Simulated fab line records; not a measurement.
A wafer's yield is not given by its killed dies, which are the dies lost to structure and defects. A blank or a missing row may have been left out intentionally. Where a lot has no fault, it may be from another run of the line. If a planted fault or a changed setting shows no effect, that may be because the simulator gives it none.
A struck lot beside a sound one | flow nandHarc | 14 out of 1302 route steps
Sound: the wafers L701.1, L701.2, L701.3. Struck: wafer L696.3. (L696.1, L696.2 of the same lot were not struck and are left out.) The cause comes at the end.
Order at every step that has rows: each side's tool, ch and its chambers, its first start. Under that, the readings that differ: sound wafers | struck wafers | difference of the means | sigmas: that difference in standard deviations of wafers without a fault.
alike: words and numbers the same on both sides, and readings whose means are apart by under 2 such deviations; not compared: readings that were withheld, readings missing a value for some wafer, numbers with overlapping values and no deviation given by the record, and bounds like >300 which may hide the same value.
Wherever a step has rows on one side only, a row that says differs or no value, or a row with sigmas, the two part there. When numbers do not overlap yet have no deviation, they are printed without sigmas and do not part them. Lack of a reading on every wafer of one side parts them only where that side has two or more wafers.

first, 1 step without rows for these wafers: NHARC_A_CHANNEL_FILL_D1_ALD_15 (deposits SiNx, target thk 2 nm, pulse time 60 s, ald cycles 19).
NHARC_A_CHANNEL_FILL_D1_ALD_16: deposits SiO2, target thk 1.5 nm, pulse time 10 s, ald cycles 15.
  sound on aldHk-04 ch 0,1,2, day 13 23:12; struck on aldHk-01 ch 2, day 11 18:08
  alike: heaterPowerW, precursorPulseHeightRel
  not compared: aldCycles
then, 2 steps without rows for these wafers: NHARC_A_CHANNEL_FILL_D1_ANNEAL_17 (time 1800 s); NHARC_A_CHANNEL_FILL_D1_CVD_18 (deposits poly-Si, target thk 3 nm).
NHARC_A_CHANNEL_FILL_D1_ETCHBACK_19: etches the open film in HBr/Cl2, target depth 5 nm, time 1.7 s.
  sound on rieSi-05 ch 0,1,3, day 14 11:09; struck on rieSi-02 ch 3, day 12 05:50
reading             | sound       | struck | difference | sigmas
rfHoursCounterH (h) | 0.0 0.0 0.1 | 1.1    | +1.1       | 
  alike: drypumpMotorCurrentA, hbrFlowSccm, oesProductAu, throttleValvePct
NHARC_A_CHANNEL_FILL_D1_ETCHBACK_20: etches the open film in C4F8/O2/Ar, target depth 27 nm, time 13.5 s.
  sound on rieDiel-05 ch 1,2,3, day 14 11:17; struck on rieDiel-05 ch 3, day 12 05:57
reading             | sound       | struck | difference | sigmas
rfHoursCounterH (h) | 3.2 1.2 3.6 | 1.0    | -1.7       | 
  alike: oesProductAu, rfVppV
NHARC_A_CHANNEL_FILL_D1_STRIP_28: strips in O2, time 20 s.
  sound on rieDiel-05 ch 1,2,3, day 14 11:23; struck on rieDiel-05 ch 2, day 12 06:03
reading             | sound       | struck | difference | sigmas
rfHoursCounterH (h) | 3.2 1.2 3.6 | 0.6    | -2.1       | 
  alike: drypumpMotorCurrentA, o2FlowSccm, oesProductAu, rfVppV, showerheadPlenumPTorr, throttleValvePct
then, 4 steps without rows for these wafers: NHARC_A_CHANNEL_FILL_D1_PRECLEAN_21 (cleans in dHF, time 30 s); NHARC_A_CHANNEL_FILL_D1_SRD_23; NHARC_A_CHANNEL_FILL_D1_CVD_05 (deposits poly-Si, target thk 5 nm); NHARC_A_CHANNEL_FILL_D1_ANNEAL_22 (time 7200 s).
NHARC_A_CHANNEL_FILL_D1_ALD_25: deposits SiOx, target thk 60 nm, pulse time 10 s, ald cycles 600.
  sound on aldHk-04 ch 1,2,3, day 15 02:57; struck on aldHk-01 ch 3, day 12 17:44
reading   | sound       | struck | difference | sigmas
aldCycles | 600 600 600 | 513    | -87        | 
  alike: heaterPowerW, precursorPulseHeightRel
NHARC_A_CHANNEL_FILL_D1_ETCHBACK_08: etches the open film in C4F8, target depth 220 nm, time 110 s.
  sound: rieDiel-09 ch 0,1,2; struck: rieDiel-01 ch 1
reading             | sound       | struck | difference | sigmas
rfHoursCounterH (h) | 0.7 1.1 1.0 | 3.5    | +2.6       | 
  alike: oesProductAu, rfVppV
next, for these wafers, 1 step has no rows: NHARC_END_SORT_01.

== WHERE THEY PART ==
Nowhere in this record.

WHY: whatever the simulator had introduced
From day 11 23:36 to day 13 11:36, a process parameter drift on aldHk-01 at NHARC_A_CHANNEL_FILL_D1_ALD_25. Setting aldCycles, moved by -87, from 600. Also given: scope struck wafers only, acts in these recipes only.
